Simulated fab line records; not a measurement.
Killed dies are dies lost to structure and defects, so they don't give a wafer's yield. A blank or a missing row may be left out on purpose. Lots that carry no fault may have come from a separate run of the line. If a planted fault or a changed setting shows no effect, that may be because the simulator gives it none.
Problem report in the 8D (eight disciplines) form, filled by code    flow nand harc    the parts of the form that need people (team, actions taken, sign-off) are left out

## 1. THE PROBLEM
Mean of killed at periphery at NHARC_END_SORT_01: 87.0 across 9 wafers in 3 lots; on wafers with no fault it is 3.8 (standard deviation 2.2). Measured from the usual mean, that is +38 standard deviations.
First seen on wafer L186.1, day 31 20:24, on prober-01. The record holds 24 wafers of 8 lots with a number at this step. The rule behind "out" and "out of limits": a value lying over 4 standard deviations away from the usual mean. The rest of the wafers with a number are treated as sound.

## 2. WHAT IT IS; WHAT IT IS NOT
question                     is                      is not
which readings at this step  killed at periphery     killed at other, killed short
which lots                   L186, L187, L188        L174, L176, L178, L179, L183
which wafers of those lots   all that have a number  -
read on which gauges         prober-01, prober-02    -
when                         from day 31 20:24       up to then (15 sound wafers)

## 3. SUSPECTS, AND WHAT RULES EACH OUT
Counting: a tool at a process step up to the reading stays a suspect if it ran every lot that is out and no sound lot after the first of them.
- the gauge at NHARC_END_SORT_01: ruled out. The wafers that are out were read on 2 gauges (prober-01, prober-02).
- rie diel-09 at NHARC_P_M1_ETCH_35 (etches the open film in N2/H2, target depth 40 nm, overetch 12 nm, time 43.94 s): kept. It processed each lot that is out, first L186 at day 13 07:02, and no sound lot thereafter; up to then, the last sound lot it processed was L183 at day 12 08:10.
- pvd sputter-03 at NHARC_THIN_TSV_PVD_19 (deposits TaN, target thk 20 nm): kept. It processed each lot that is out, first L186 at day 31 20:24, and no sound lot thereafter; up to then, the last sound lot it processed was L183 at day 30 09:55. NHARC_THIN_TSV_PVD_19: start missing for some lots; hours and lot order therefore follow NHARC_END_SORT_01.
What counting leaves: rie diel-09 at NHARC_P_M1_ETCH_35 and pvd sputter-03 at NHARC_THIN_TSV_PVD_19.

## 4. THE CAUSE (what the simulator had put in)
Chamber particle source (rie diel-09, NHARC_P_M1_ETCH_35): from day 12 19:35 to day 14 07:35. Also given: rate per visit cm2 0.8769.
Of the 2 suspects that counting leaves, this tool is one.

## 5. THE CHAIN OF EFFECTS, in route order
Each row: a reading whose mean over the struck wafers that have a number lies more than 3 standard deviations from the usual. Readings are gone through only where the record gives a usual standard deviation; hours: the median, over the lots, of the time from a lot's start at the first step in this table giving one to that lot's start at this step; sigmas: the change measured in usual standard deviations.
hours  step               reading               usual   on struck wafers  change  sigmas
0      NHARC_END_SORT_01  defect limited yield  90.9 %  79.0              -11.9   -4.3
0      NHARC_END_SORT_01  killed at periphery   3.8     87.0              +83.2   +38
0      NHARC_END_SORT_01  killed dies           61      142               +81     +4.3

## 6. WHAT WOULD HAVE CAUGHT IT SOONER
The first out-of-limits reading at a measuring or inspecting step in this record came at day 31 20:24, 457 hours after the fault's start at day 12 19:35.
No tool reading at NHARC_P_M1_ETCH_35 that has a usual standard deviation in the record was out on any struck wafer, so an alarm limit of 4 standard deviations on those readings would not have fired.
The start of NHARC_P_M1_ETCH_35 on rie diel-09 came by day 31 20:24 for every one of the lots that are out (3). Holding the tool at that point would not have protected any of them.
